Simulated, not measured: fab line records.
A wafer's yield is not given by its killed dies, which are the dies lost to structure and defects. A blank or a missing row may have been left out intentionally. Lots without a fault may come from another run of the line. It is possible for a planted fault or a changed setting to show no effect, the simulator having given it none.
Matching of chambers + flow n5 finfet + 4 sister chambers for N5_MOL_CONTACT_COAG_DESCUM_45 on rie diel-01
The step chemistry O2, time 7 s. 8 wafers are shown with their chamber, then 10 later ones without.

WAFERS PAIRED WITH THEIR CHAMBERS
| wafer  | chamber | drypump motor current A (A) | showerhead plenum p Torr (Torr) |
|--------|---------|-----------------------------|---------------------------------|
| L080.1 | 1       | 5.8                         | 2.07                            |
| L082.6 | 2       | 5.1                         | 2.04                            |
| L085.2 | 3       | 6.5                         | 2.24                            |
| L085.4 | 1       | 5.8                         | 2.06                            |
| L086.4 | 2       | 5.1                         | 2.03                            |
| L086.5 | 3       | 6.5                         | 2.24                            |
| L090.1 | 0       | 5.6                         | 2.03                            |
| L090.4 | 0       | 5.7                         | 2.03                            |

WAFERS MISSING THEIR CHAMBER
| wafer  | drypump motor current A (A) | showerhead plenum p Torr (Torr) |
|--------|-----------------------------|---------------------------------|
| L090.6 | 6.5                         | 2.23                            |
| L092.2 | 6.4                         | 2.23                            |
| L092.3 | 5.8                         | 2.06                            |
| L092.5 | 6.5                         | 2.23                            |
| L093.2 | 5.8                         | 2.06                            |
| L093.4 | 6.5                         | 2.23                            |
| L093.6 | 5.8                         | 2.06                            |
| L096.1 | 5.1                         | 2.03                            |
| L096.3 | 5.8                         | 2.05                            |
| L096.4 | 5.7                         | 2.03                            |

EACH ONE'S CHAMBER
| wafer  | from the rows above | in truth |
|--------|---------------------|----------|
| L090.6 | 3                   | 3        |
| L092.2 | 3                   | 3        |
| L092.3 | 1                   | 1        |
| L092.5 | 3                   | 3        |
| L093.2 | 1                   | 1        |
| L093.4 | 3                   | 3        |
| L093.6 | 1                   | 1        |
| L096.1 | 2                   | 2        |
| L096.3 | 1                   | 1        |
| L096.4 | 0                   | 0        |
10 of 10 placed correctly. Number that these rows cannot place: 0. Number placed wrongly: 0.
How it was worked out, from the rows above alone: a wafer's distance from a chamber is the root of the sum, over the readings, of the square of ((its reading less the chamber's mean) divided by the reading's scatter). The wafer belongs to the nearest chamber; if the next one is less than 2 further off, it can't be placed. A chamber's mean is the mean of its shown wafers. The scatter is the square root of a quotient: the sum, over the shown wafers, of each reading's squared deviation from its chamber's mean, divided by wafers minus chambers.
